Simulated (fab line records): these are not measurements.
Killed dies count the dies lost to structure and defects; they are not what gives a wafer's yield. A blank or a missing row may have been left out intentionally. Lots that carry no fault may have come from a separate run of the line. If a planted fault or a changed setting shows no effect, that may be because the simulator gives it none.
fab line records	flow n5_finfet
record lots=24	wafers=72	last_day=18
route steps=1938 shown BEOL_M2@856
lots that met no fault: from a run of the same line without faults
start_h: hours from the record's opening day to when the first of the lot's shown wafers began	wait_h: hours since the lot's step before	" as in the row above	L1.1+2: several wafers, shown together as one row	- either no value or no given start	* or withheld: withheld	< > ~ a bound
route shown NAME@n: NAME is a module with steps in the file, n the number in the route of the first one	usual: mean and standard deviation over wafers with no fault	same: alike in all rows	chamber/n: place in a boat	sites: readings site by site	_std_site: their standard deviation	_edge_site: mean of outer sites minus mean of inner sites	radius_mm: how far each site lies from the wafer's centre	mask NAME#n: copy n	behind: the last tool/chamber to shape the wafer	hold: cause of the lot's hold/its duration in hours/its outcome	device: whichever transistor did not switch (one of n, p or np)	end of line: tests of these same wafers at the route's end	a step with no rows: only its recipe	killed: count of dies lost to structure and defects at first sort (not the wafer's yield)	map: shows each die of a wafer: x if killed, . if not, _ if none is there
set.NAME: the run value of the setting; set.NAME@STEP: its run value at that earlier step	model.NAME: the simulator's own value behind a step, which no gauge read
the route's steps for a sample of lots (tables are steps, rows are wafers)
services: the hour from which a tool's chamber was out of use, counted from the record's first day as start_h (under 0 if before that day), plus the number of hours and why
## steps
# step N5_BEOL_M2_INSPECT_13
# recipe mode=adi	inspect_instrument=brightfield
# usual raw_defect_count=358/80
lot.wafer	tool	chamber	start_h	wait_h	raw_defect_count
L074.2	defect_inspect-01	-	136.94	0.0	315
L074.5	"	-	"	"	347
L074.6	"	-	"	"	277
L075.2	defect_inspect-02	-	138.54	0.0	276
L075.3	"	-	"	"	301
L075.5	"	-	"	"	304
L076.1	defect_inspect-02	-	147.14	0.1	494
L076.2	"	-	"	"	314
L076.5	"	-	"	"	374
L077.1	defect_inspect-02	-	164.19	0.1	264
L077.2	"	-	"	"	282
L077.5	"	-	"	"	220
L078.1	defect_inspect-02	-	169.76	0.1	320
L078.4	"	-	"	"	280
L078.6	"	-	"	"	321
L079.2	defect_inspect-02	-	175.68	0.0	258
L079.3	"	-	"	"	309
L079.4	"	-	"	"	271
L080.1	defect_inspect-01	-	175.85	0.1	479
L080.3	"	-	"	"	303
L080.4	"	-	"	"	548
L081.2	defect_inspect-01	-	179.08	0.1	463
L081.5	"	-	"	"	331
L081.6	"	-	"	"	298
L082.1	defect_inspect-01	-	182.23	0.1	293
L082.5	"	-	"	"	402
L082.6	"	-	"	"	341
L083.1	defect_inspect-01	-	183.11	0.1	322
L083.3	"	-	"	"	461
L083.4	"	-	"	"	471
L084.1	defect_inspect-02	-	205.66	0.1	559
L084.3	"	-	"	"	513
L084.6	"	-	"	"	507
L085.1	defect_inspect-01	-	208.84	0.1	323
L085.3	"	-	"	"	339
L085.6	"	-	"	"	281
L086.3	defect_inspect-02	-	209.20	0.0	317
L086.4	"	-	"	"	403
L086.5	"	-	"	"	354
L087.1	defect_inspect-01	-	221.31	0.1	282
L087.4	"	-	"	"	311
L087.5	"	-	"	"	346
L088.1	defect_inspect-02	-	221.45	0.1	409
L088.3	"	-	"	"	374
L088.6	"	-	"	"	328
L089.1	defect_inspect-01	-	228.33	0.1	297
L089.3	"	-	"	"	364
L089.5	"	-	"	"	299
L090.2	defect_inspect-01	-	228.50	0.0	244
L090.4	"	-	"	"	318
L090.6	"	-	"	"	288
L091.1	defect_inspect-02	-	240.45	0.1	484
L091.5	"	-	"	"	541
L091.6	"	-	"	"	434
L092.4	defect_inspect-02	-	243.96	0.0	275
L092.5	"	-	"	"	418
L092.6	"	-	"	"	480
L093.2	defect_inspect-02	-	245.18	0.0	467
L093.4	"	-	"	"	454
L093.5	"	-	"	"	552
L094.2	defect_inspect-02	-	266.65	0.0	378
L094.4	"	-	"	"	304
L094.6	"	-	"	"	442
L095.1	defect_inspect-01	-	266.95	0.1	524
L095.4	"	-	"	"	416
L095.5	"	-	"	"	324
L096.2	defect_inspect-02	-	269.49	0.0	333
L096.4	"	-	"	"	385
L096.6	"	-	"	"	235
L097.4	defect_inspect-02	-	277.61	0.0	267
L097.5	"	-	"	"	331
L097.6	"	-	"	"	373
# step N5_BEOL_M2_ETCH_74
# recipe chemistry=N2/H2	target=underlayer	target_depth_a=65	mask_material=CAR-EUV	time_s=5.2	ion_energy_ev=200	pressure_mtorr=30	source_w=840	bias_w=150	n2_flow_sccm=200	h2_flow_sccm=200	ends=cleared
# usual drypump_motor_current_A=6.0/0.48	etch_rf_on_time_s=5.16/0.095	oes_product_au=0.69/0.076	rf_fwd_power_W=819.3/2.8	rf_vpp_V=525.6/2.8	showerhead_plenum_p_Torr=2.61/0.085	throttle_valve_pct=17.74/0.22
lot.wafer	tool	chamber	start_h	wait_h	drypump_motor_current_A	etch_rf_on_time_s	oes_product_au	rf_fwd_power_W	rf_hours_counter_h	rf_vpp_V	showerhead_plenum_p_Torr	throttle_valve_pct
L074.2	rie_diel-02	1	137.01	0.0	6.5	5.20	0.81	815.2	7	526.4	2.71	17.46
L074.5	"	1	"	"	6.5	5.23	0.81	820.4	-	528.5	2.71	17.46
L074.6	"	2	"	"	5.7	5.08	0.71	818.8	-	523.1	2.59	17.99
L075.2	rie_diel-02	3	138.61	0.0	6.0	5.12	0.80	821.6	20	529.2	2.70	17.68
L075.3	"	2	"	"	5.7	5.05	0.73	817.9	71	526.3	2.59	18.01
L075.5	"	1	"	"	6.5	5.21	0.82	819.1	-	527.7	2.71	17.45
L076.1	rie_diel-01	0	147.20	0.0	6.8	5.23	0.65	815.7	155	524.1	2.53	17.78
L076.2	"	2	"	"	4.9	5.29	0.61	817.3	181	520.6	2.43	17.92
L076.5	"	3	"	"	5.1	5.05	0.74	822.8	-	522.5	2.49	17.53
L077.1	rie_diel-02	1	164.26	0.0	6.5	5.27	0.80	820.6	16	529.3	2.71	17.45
L077.2	"	2	"	"	5.7	5.07	0.71	819.4	81	525.7	2.58	18.00
L077.5	"	2	"	"	5.7	5.09	0.70	818.1	-	523.5	2.58	18.03
L078.1	rie_diel-02	2	169.83	0.0	5.6	5.11	0.70	816.4	82	523.2	2.58	18.00
L078.4	"	3	"	"	6.0	5.14	0.79	819.0	31	527.0	2.69	17.73
L078.6	"	1	"	"	6.5	5.27	0.78	816.5	-	527.9	2.71	17.48
L079.2	rie_diel-02	0	175.75	0.0	6.2	5.20	0.61	818.3	203	526.5	2.62	17.54
L079.3	"	3	"	"	6.0	5.16	0.78	816.4	32	526.3	2.69	17.71
L079.4	"	1	"	"	6.6	5.23	0.78	821.1	20	530.4	2.71	17.47
L080.1	rie_diel-02	3	176.02	0.0	6.0	5.13	0.77	821.3	32	529.7	2.69	17.72
L080.3	"	0	"	"	6.2	5.21	0.60	817.8	204	525.6	2.62	17.53
L080.4	"	2	"	"	5.7	5.12	0.69	825.7	84	524.1	2.58	18.04
L081.2	rie_diel-02	1	179.43	0.0	6.5	5.21	0.78	815.8	21	529.5	2.71	17.48
L081.5	"	3	"	"	6.0	5.13	0.78	819.8	-	527.9	2.69	17.74
L081.6	"	2	"	"	5.7	5.08	0.70	823.9	-	523.8	2.58	18.01
L082.1	rie_diel-02	3	182.41	0.0	6.0	5.21	0.79	821.4	35	528.2	2.69	17.70
L082.5	"	1	"	"	6.5	5.27	0.77	819.3	-	528.1	2.71	17.47
L082.6	"	2	"	"	5.6	5.13	0.68	815.9	-	523.0	2.58	18.04
L083.1	rie_diel-05	0	183.19	0.0	5.7	5.12	0.57	824.9	244	524.6	2.59	18.07
L083.3	"	3	"	"	6.2	4.93	0.61	817.1	235	520.5	2.40	17.81
L083.4	"	2	"	"	5.6	5.29	0.61	822.9	188	527.1	2.63	18.12
L084.1	rie_diel-02	2	205.73	0.0	5.6	5.11	0.69	816.6	96	522.8	2.58	18.04
L084.3	"	1	"	"	6.5	5.28	0.76	823.2	31	528.7	2.70	17.49
L084.6	"	0	"	"	6.3	5.18	0.59	813.7	-	526.1	2.62	17.60
L085.1	rie_diel-05	3	208.91	0.0	6.2	4.91	0.61	819.2	244	520.6	2.39	17.88
L085.3	"	2	"	"	5.6	5.30	0.59	820.4	197	527.2	2.63	18.14
L085.6	"	1	"	"	6.5	5.18	0.59	813.8	-	522.5	2.53	17.60
L086.3	rie_diel-02	3	209.27	0.0	6.0	5.06	0.77	821.2	42	528.3	2.69	17.74
L086.4	"	1	"	"	6.5	5.25	0.77	820.4	32	526.6	2.70	17.52
L086.5	"	1	"	"	6.5	5.25	0.76	822.8	-	528.8	2.70	17.49
L087.1	rie_diel-01	2	221.63	0.0	4.9	5.29	0.59	820.8	208	522.2	2.42	17.97
L087.4	"	3	"	"	5.1	5.06	0.71	816.0	66	521.7	2.48	17.55
L087.5	"	3	"	"	5.1	5.11	0.70	824.1	-	521.3	2.48	17.56
L088.1	rie_diel-02	2	221.84	0.0	5.7	5.06	0.68	820.2	101	524.7	2.57	18.03
L088.3	"	0	"	"	6.3	5.17	0.60	819.6	219	526.7	2.61	17.59
L088.6	"	0	"	"	6.2	5.19	0.60	819.7	-	526.2	2.61	17.56
L089.1	rie_diel-02	3	228.47	0.0	6.0	5.08	0.75	820.6	50	527.5	2.69	17.73
L089.3	"	1	"	"	6.5	5.23	0.76	816.8	39	527.6	2.70	17.51
L089.5	"	2	"	"	5.7	5.09	0.66	819.6	-	524.1	2.57	18.07
L090.2	rie_diel-01	2	228.57	0.0	4.9	5.38	0.58	816.7	210	521.7	2.42	18.00
L090.4	"	3	"	"	5.1	5.17	0.69	823.1	69	519.4	2.48	17.55
L090.6	"	0	"	"	6.8	5.34	0.61	820.9	-	525.4	2.52	17.84
L091.1	rie_diel-02	0	240.52	0.0	6.3	5.12	0.60	823.1	225	525.8	2.61	17.56
L091.5	"	2	"	"	5.7	5.04	0.68	818.7	-	521.9	2.57	18.09
L091.6	"	3	"	"	6.0	5.04	0.76	818.1	-	527.9	2.68	17.76
L092.4	rie_diel-02	1	244.03	0.0	6.5	5.27	0.75	819.0	42	528.6	2.70	17.51
L092.5	"	3	"	"	6.0	5.12	0.75	820.3	-	527.5	2.68	17.78
L092.6	"	2	"	"	5.6	5.11	0.68	814.4	-	524.0	2.57	18.07
L093.2	rie_diel-02	1	245.25	0.0	6.5	5.20	0.74	819.6	42	526.0	2.70	17.52
L093.4	"	0	"	"	6.3	5.20	0.60	817.2	226	523.9	2.61	17.58
L093.5	"	2	"	"	5.7	5.07	0.68	820.6	-	525.3	2.57	18.05
L094.2	rie_diel-05	0	266.97	0.0	5.6	5.05	0.81	815.6	17	524.0	2.58	17.76
L094.4	"	1	"	"	6.5	5.21	0.58	818.6	239	519.4	2.52	17.64
L094.6	"	0	"	"	5.6	5.02	0.83	817.7	-	523.6	2.58	17.75
L095.1	rie_diel-02	0	267.03	0.0	6.2	5.29	0.58	823.8	234	525.3	2.61	17.60
L095.4	"	1	"	"	6.5	5.23	0.74	819.7	50	529.8	2.70	17.52
L095.5	"	1	"	"	6.5	5.21	0.73	818.6	-	529.2	2.70	17.51
L096.2	rie_diel-01	0	269.56	0.0	6.8	5.39	0.61	824.1	200	521.7	2.51	17.87
L096.4	"	1	"	"	6.2	5.06	0.68	813.0	125	529.1	2.67	17.98
L096.6	"	3	"	"	5.1	5.12	0.69	815.3	-	521.6	2.47	17.58
L097.4	rie_diel-02	3	277.68	0.0	6.0	5.03	0.75	818.2	64	527.1	2.68	17.76
L097.5	"	0	"	"	6.3	5.21	0.59	816.1	-	526.2	2.61	17.60
L097.6	"	1	"	"	6.5	5.21	0.74	819.2	-	528.5	2.69	17.53
# step N5_BEOL_M2_CD_MEAS_18
# recipe pitch_nm=36	target_cd_nm=18
# usual cd_nm=17.9/0.41
lot.wafer	tool	chamber	start_h	wait_h	cd_nm
L074.2	cd_sem-01	-	137.42	0.1	17.5
L074.5	"	-	"	"	17.5
L074.6	"	-	"	"	17.6
L075.2	cd_sem-01	-	139.01	0.1	18.6
L075.3	"	-	"	"	18.0
L075.5	"	-	"	"	17.6
L076.1	cd_sem-03	-	147.60	0.0	17.8
L076.2	"	-	"	"	17.9
L076.5	"	-	"	"	18.4
L077.1	cd_sem-03	-	164.66	0.0	18.2
L077.2	"	-	"	"	17.8
L077.5	"	-	"	"	17.5
L078.1	cd_sem-02	-	170.24	0.0	18.0
L078.4	"	-	"	"	18.7
L078.6	"	-	"	"	17.5
L079.2	cd_sem-01	-	176.15	0.1	17.7
L079.3	"	-	"	"	18.3
L079.4	"	-	"	"	18.1
L080.1	cd_sem-01	-	176.53	0.0	18.5
L080.3	"	-	"	"	17.8
L080.4	"	-	"	"	18.2
L081.2	cd_sem-03	-	180.03	0.1	17.5
L081.5	"	-	"	"	17.8
L081.6	"	-	"	"	17.5
L082.1	cd_sem-02	-	182.91	0.0	18.7
L082.5	"	-	"	"	17.7
L082.6	"	-	"	"	18.1
L083.1	cd_sem-01	-	183.58	0.0	18.3
L083.3	"	-	"	"	18.1
L083.4	"	-	"	"	17.4
L084.1	cd_sem-03	-	206.13	0.0	17.4
L084.3	"	-	"	"	17.5
L084.6	"	-	"	"	17.3
L085.1	cd_sem-01	-	209.40	0.0	18.6
L085.3	"	-	"	"	18.3
L085.6	"	-	"	"	18.5
L086.3	cd_sem-03	-	209.76	0.1	17.7
L086.4	"	-	"	"	17.4
L086.5	"	-	"	"	17.7
L087.1	cd_sem-01	-	222.11	0.0	17.9
L087.4	"	-	"	"	18.6
L087.5	"	-	"	"	19.3
L088.1	cd_sem-03	-	222.24	0.0	17.7
L088.3	"	-	"	"	17.5
L088.6	"	-	"	"	17.5
L089.1	cd_sem-02	-	228.86	0.0	18.1
L089.3	"	-	"	"	17.7
L089.5	"	-	"	"	18.3
L090.2	cd_sem-03	-	228.97	0.1	18.0
L090.4	"	-	"	"	18.7
L090.6	"	-	"	"	18.3
L091.1	cd_sem-02	-	240.95	0.1	18.2
L091.5	"	-	"	"	17.8
L091.6	"	-	"	"	18.2
L092.4	cd_sem-02	-	244.53	0.1	17.5
L092.5	"	-	"	"	18.6
L092.6	"	-	"	"	17.8
L093.2	cd_sem-01	-	245.66	0.1	17.5
L093.4	"	-	"	"	18.3
L093.5	"	-	"	"	17.6
L094.2	cd_sem-01	-	267.37	0.1	17.9
L094.4	"	-	"	"	18.5
L094.6	"	-	"	"	18.0
L095.1	cd_sem-02	-	267.43	0.0	17.7
L095.4	"	-	"	"	17.1
L095.5	"	-	"	"	17.5
L096.2	cd_sem-03	-	269.96	0.1	17.7
L096.4	"	-	"	"	18.2
L096.6	"	-	"	"	18.9
L097.4	cd_sem-03	-	278.08	0.1	18.4
L097.5	"	-	"	"	18.0
L097.6	"	-	"	"	17.7
# step N5_BEOL_M2_STRIP_97
# recipe chemistry=N2/H2	time_s=10	power_w=450	temp_c=40	pressure_mtorr=20	rf_frequency_hz=6e+07	bias_power_w=7	n2_flow_sccm=200	h2_flow_sccm=200
# usual drypump_motor_current_A=6.0/0.52	oes_product_au=0.79/0.1	rf_vpp_V=59.3/0.83	showerhead_plenum_p_Torr=2.59/0.085	throttle_valve_pct=23.6/0.31
lot.wafer	tool	chamber	start_h	wait_h	drypump_motor_current_A	oes_product_au	rf_hours_counter_h	rf_vpp_V	showerhead_plenum_p_Torr	throttle_valve_pct
L074.2	rie_diel-05	1	-	-	6.5	0.72	189	59.8	2.53	23.2
L074.5	"	1	"	"	6.5	0.72	-	58.4	2.53	23.2
L074.6	"	2	"	"	5.5	0.74	-	59.7	2.63	24.0
L075.2	rie_diel-01	0	-	-	6.8	0.74	154	57.2	2.52	23.5
L075.3	"	3	"	"	5.1	0.85	41	59.6	2.49	23.2
L075.5	"	0	"	"	6.8	0.75	-	58.3	2.52	23.5
L076.1	rie_diel-02	2	-	-	5.7	0.81	80	59.4	2.58	24.0
L076.2	"	1	"	"	6.5	0.94	16	60.3	2.71	23.2
L076.5	"	1	"	"	6.6	0.93	-	60.0	2.71	23.2
L077.1	rie_diel-02	0	-	-	6.3	0.70	201	59.1	2.62	23.3
L077.2	"	3	"	"	6.0	0.91	30	58.6	2.69	23.4
L077.5	"	3	"	"	6.0	0.92	-	59.6	2.69	23.4
L078.1	rie_diel-02	3	-	-	6.0	0.92	31	58.9	2.69	23.5
L078.4	"	1	"	"	6.5	0.93	18	59.3	2.71	23.2
L078.6	"	1	"	"	6.5	0.93	-	60.3	2.71	23.2
L080.1	rie_diel-02	1	-	-	6.5	0.92	21	60.4	2.70	23.3
L080.3	"	2	"	"	5.7	0.81	85	59.3	2.58	24.1
L080.4	"	3	"	"	6.0	0.91	33	59.2	2.69	23.5
L079.2	rie_diel-05	3	-	-	6.2	0.71	233	57.9	2.39	23.6
L079.3	"	0	"	"	5.6	0.68	241	58.1	2.59	23.8
L079.4	"	2	"	"	5.6	0.72	186	59.0	2.63	24.0
L081.2	rie_diel-02	2	-	-	5.7	0.79	88	59.7	2.58	24.1
L081.5	"	0	"	"	6.2	0.70	-	59.3	2.61	23.3
L081.6	"	1	"	"	6.5	0.91	-	60.3	2.70	23.2
L082.1	rie_diel-05	3	-	-	6.2	0.72	237	60.0	2.39	23.6
L082.5	"	2	"	"	5.6	0.72	-	59.5	2.63	24.1
L082.6	"	1	"	"	6.5	0.71	-	59.4	2.53	23.3
L083.1	rie_diel-01	1	-	-	6.1	0.81	98	58.3	2.67	23.9
L083.3	"	2	"	"	4.9	0.71	197	60.0	2.42	23.8
L083.4	"	0	"	"	6.8	0.73	172	58.3	2.52	23.5
L084.1	rie_diel-01	2	-	-	4.9	0.70	203	58.1	2.42	23.8
L084.3	"	0	"	"	6.8	0.72	178	58.6	2.51	23.5
L084.6	"	1	"	"	6.2	0.81	-	59.4	2.67	24.0
L085.1	rie_diel-01	0	-	-	6.8	0.72	181	58.4	2.51	23.6
L085.3	"	2	"	"	4.9	0.70	206	59.2	2.42	23.8
L085.6	"	1	"	"	6.2	0.81	-	59.4	2.67	23.9
L086.3	rie_diel-02	3	-	-	6.0	0.90	45	60.1	2.68	23.4
L086.4	"	1	"	"	6.5	0.90	34	59.0	2.70	23.3
L086.5	"	2	"	"	5.7	0.79	-	60.1	2.57	24.1
L087.1	rie_diel-05	1	-	-	6.5	0.69	223	59.3	2.52	23.3
L087.4	"	2	"	"	5.6	0.70	-	58.7	2.62	24.1
L087.5	"	0	"	"	5.6	1.00	-	61.5	2.58	23.6
L088.1	rie_diel-02	3	-	-	6.0	0.89	50	60.3	2.68	23.5
L088.3	"	0	"	"	6.3	0.71	223	60.1	2.61	23.3
L088.6	"	0	"	"	6.2	0.70	-	58.3	2.61	23.3
L089.1	rie_diel-02	0	-	-	6.2	0.69	224	59.3	2.61	23.3
L089.3	"	2	"	"	5.7	0.78	106	60.0	2.57	24.1
L089.5	"	0	"	"	6.3	0.69	-	58.9	2.61	23.3
L090.2	rie_diel-05	0	-	-	5.6	0.99	4	59.5	2.58	23.6
L090.4	"	1	"	"	6.5	0.68	-	59.6	2.52	23.3
L090.6	"	0	"	"	5.6	0.99	-	59.1	2.58	23.6
L091.1	rie_diel-05	0	-	-	5.6	0.98	7	60.5	2.58	23.6
L091.5	"	2	"	"	5.6	0.70	-	59.6	2.62	24.1
L091.6	"	0	"	"	5.6	0.97	-	59.7	2.58	23.6
L092.4	rie_diel-01	2	-	-	4.9	0.69	216	58.2	2.41	23.8
L092.5	"	1	"	"	6.2	0.80	-	59.0	2.67	24.0
L092.6	"	0	"	"	6.8	0.71	-	59.5	2.51	23.5
L093.2	rie_diel-05	3	-	-	6.2	1.01	1	58.8	2.70	23.5
L093.4	"	3	"	"	6.2	0.99	-	59.2	2.71	23.5
L093.5	"	1	"	"	6.5	0.68	-	59.0	2.51	23.3
L094.2	rie_diel-01	1	-	-	6.2	0.79	125	58.4	2.66	24.0
L094.4	"	3	"	"	5.1	0.80	83	58.5	2.47	23.2
L094.6	"	3	"	"	5.1	0.80	-	59.1	2.47	23.2
L095.1	rie_diel-05	2	-	-	5.6	0.69	218	58.7	2.61	24.1
L095.4	"	1	"	"	6.5	0.68	240	58.5	2.51	23.3
L095.5	"	1	"	"	6.5	0.69	-	59.5	2.51	23.3
L096.2	rie_diel-05	1	-	-	6.5	0.68	242	58.3	2.51	23.3
L096.4	"	3	"	"	6.2	0.94	10	59.8	2.70	23.5
L096.6	"	0	"	"	5.6	0.94	-	59.5	2.58	23.6
L097.4	rie_diel-02	3	-	-	6.0	0.87	65	60.4	2.67	23.5
L097.5	"	2	"	"	5.7	0.77	-	60.2	2.56	24.1
L097.6	"	1	"	"	6.5	0.86	-	59.7	2.69	23.3
# step N5_BEOL_M2_OCD_MEAS_38
# usual trench_depth_nm=55.6/1
lot.wafer	tool	chamber	start_h	wait_h	trench_depth_nm
L074.2	ocd-02	-	139.50	-	56.0
L074.5	"	-	"	"	55.1
L074.6	"	-	"	"	54.8
L075.2	ocd-02	-	142.68	-	54.2
L075.3	"	-	"	"	56.5
L075.5	"	-	"	"	54.7
L076.1	ocd-01	-	162.08	-	56.2
L076.2	"	-	"	"	55.0
L076.5	"	-	"	"	55.3
L077.1	ocd-01	-	169.14	-	55.7
L077.2	"	-	"	"	56.5
L077.5	"	-	"	"	56.4
L078.1	ocd-02	-	172.17	-	55.5
L078.4	"	-	"	"	55.6
L078.6	"	-	"	"	55.5
L080.1	ocd-01	-	178.55	-	54.9
L080.3	"	-	"	"	55.5
L080.4	"	-	"	"	56.2
L079.2	ocd-02	-	178.56	-	57.3
L079.3	"	-	"	"	55.4
L079.4	"	-	"	"	53.7
L081.2	ocd-01	-	185.15	-	55.2
L081.5	"	-	"	"	55.2
L081.6	"	-	"	"	53.9
L082.1	ocd-02	-	190.12	-	57.6
L082.5	"	-	"	"	53.5
L082.6	"	-	"	"	54.5
L083.1	ocd-01	-	190.24	-	57.4
L083.3	"	-	"	"	55.2
L083.4	"	-	"	"	53.9
L084.1	ocd-01	-	208.54	-	54.7
L084.3	"	-	"	"	53.4
L084.6	"	-	"	"	56.7
L085.1	ocd-02	-	216.64	-	53.5
L085.3	"	-	"	"	54.8
L085.6	"	-	"	"	57.3
L086.3	ocd-01	-	216.65	-	56.3
L086.4	"	-	"	"	55.6
L086.5	"	-	"	"	56.5
L087.1	ocd-02	-	230.20	-	55.1
L087.4	"	-	"	"	54.2
L087.5	"	-	"	"	56.3
L088.1	ocd-02	-	230.26	-	57.1
L088.3	"	-	"	"	56.0
L088.6	"	-	"	"	55.4
L089.1	ocd-02	-	234.44	-	55.3
L089.3	"	-	"	"	56.4
L089.5	"	-	"	"	55.4
L090.2	ocd-01	-	234.44	-	57.3
L090.4	"	-	"	"	54.1
L090.6	"	-	"	"	57.7
L091.1	ocd-01	-	245.16	-	56.2
L091.5	"	-	"	"	54.0
L091.6	"	-	"	"	57.2
L092.4	ocd-01	-	249.88	-	54.3
L092.5	"	-	"	"	56.4
L092.6	"	-	"	"	54.4
L093.2	ocd-01	-	252.87	-	56.4
L093.4	"	-	"	"	56.1
L093.5	"	-	"	"	55.7
L094.2	ocd-01	-	268.47	-	57.9
L094.4	"	-	"	"	57.0
L094.6	"	-	"	"	56.8
L095.1	ocd-01	-	268.67	-	54.4
L095.4	"	-	"	"	54.8
L095.5	"	-	"	"	54.9
L096.2	ocd-02	-	276.93	-	55.1
L096.4	"	-	"	"	55.8
L096.6	"	-	"	"	57.2
L097.4	ocd-02	-	280.30	-	56.2
L097.5	"	-	"	"	55.6
L097.6	"	-	"	"	55.5
# step N5_BEOL_M2_SPUTTER_88
# recipe material=Cu	target_thk_a=45	temp_c=-20	chamber_pressure_pa=0.07	power_w=withheld	time_s=8.29
# usual throttle_valve_pct=30.1/1.1
lot.wafer	tool	chamber	start_h	wait_h	throttle_valve_pct
L075.2	pvd_sputter-01	-	145.35	0.1	29.6
L075.3	"	-	"	"	31.0
L075.5	"	-	"	"	29.6
L074.2	pvd_sputter-03	-	157.87	0.1	30.0
L074.5	"	-	"	"	30.7
L074.6	"	-	"	"	31.7
L076.1	pvd_sputter-03	-	164.69	0.1	29.2
L076.2	"	-	"	"	30.1
L076.5	"	-	"	"	28.8
L077.1	pvd_sputter-03	-	171.33	0.1	29.0
L077.2	"	-	"	"	31.8
L077.5	"	-	"	"	31.4
L078.1	pvd_sputter-02	-	174.34	0.1	29.6
L078.4	"	-	"	"	31.6
L078.6	"	-	"	"	29.3
L080.1	pvd_sputter-02	-	180.58	0.1	27.9
L080.3	"	-	"	"	31.6
L080.4	"	-	"	"	29.6
L079.2	pvd_sputter-03	-	180.91	0.1	29.8
L079.3	"	-	"	"	30.7
L079.4	"	-	"	"	29.1
L081.2	pvd_sputter-01	-	187.21	0.1	29.7
L081.5	"	-	"	"	31.0
L081.6	"	-	"	"	29.4
L082.1	pvd_sputter-02	-	192.97	0.1	31.6
L082.5	"	-	"	"	27.9
L082.6	"	-	"	"	29.5
L083.1	pvd_sputter-01	-	193.31	0.1	31.1
L083.3	"	-	"	"	29.7
L083.4	"	-	"	"	29.3
L084.1	pvd_sputter-02	-	211.39	0.1	28.1
L084.3	"	-	"	"	29.5
L084.6	"	-	"	"	29.6
L085.1	pvd_sputter-01	-	219.48	0.1	29.6
L085.3	"	-	"	"	30.6
L085.6	"	-	"	"	29.6
L086.3	pvd_sputter-02	-	219.82	0.1	31.4
L086.4	"	-	"	"	28.0
L086.5	"	-	"	"	29.3
L087.1	pvd_sputter-03	-	232.09	0.1	29.7
L087.4	"	-	"	"	31.5
L087.5	"	-	"	"	29.0
L088.1	pvd_sputter-02	-	233.32	0.1	30.1
L088.3	"	-	"	"	31.5
L088.6	"	-	"	"	27.9
L089.1	pvd_sputter-01	-	236.49	0.1	30.8
L089.3	"	-	"	"	31.0
L089.5	"	-	"	"	31.1
L090.2	pvd_sputter-03	-	238.21	0.1	30.0
L090.4	"	-	"	"	29.2
L090.6	"	-	"	"	30.6
L091.1	pvd_sputter-03	-	248.81	0.1	30.6
L091.5	"	-	"	"	31.0
L091.6	"	-	"	"	29.7
L092.4	pvd_sputter-03	-	251.95	0.1	31.6
L092.5	"	-	"	"	31.7
L092.6	"	-	"	"	29.2
L093.2	pvd_sputter-02	-	255.01	0.1	27.8
L093.4	"	-	"	"	30.0
L093.5	"	-	"	"	30.2
L094.2	pvd_sputter-03	-	270.27	0.1	29.7
L094.4	"	-	"	"	31.6
L094.6	"	-	"	"	30.8
L095.1	pvd_sputter-01	-	270.36	0.1	31.1
L095.4	"	-	"	"	29.9
L095.5	"	-	"	"	30.1
L096.2	pvd_sputter-03	-	278.91	0.1	29.0
L096.4	"	-	"	"	31.5
L096.6	"	-	"	"	31.0
L097.4	pvd_sputter-01	-	282.53	0.1	29.6
L097.5	"	-	"	"	30.6
L097.6	"	-	"	"	29.9
## services
tool	chamber	start_h	hours	kind
pvd_sputter-02	-	146.19	7.4	repair
rie_diel-01	3	165.61	6.2	repair
rie_diel-01	1	200.33	1.6	repair
rie_diel-05	0	203.00	-	clean
rie_diel-05	0	203.00	-	consumable_replace:focus_ring
rie_diel-05	0	203.00	22.6	scheduled_down
rie_diel-05	0	203.00	22.6	vent_cycle
rie_diel-05	3	226.02	-	clean
rie_diel-05	3	226.02	-	consumable_replace:focus_ring
rie_diel-05	3	226.02	-	consumable_replace:showerhead
rie_diel-05	3	226.02	24.8	scheduled_down
rie_diel-05	3	226.02	24.8	vent_cycle
rie_diel-05	2	248.35	14.3	repair
rie_diel-01	2	252.54	8.2	repair
## key
fault none
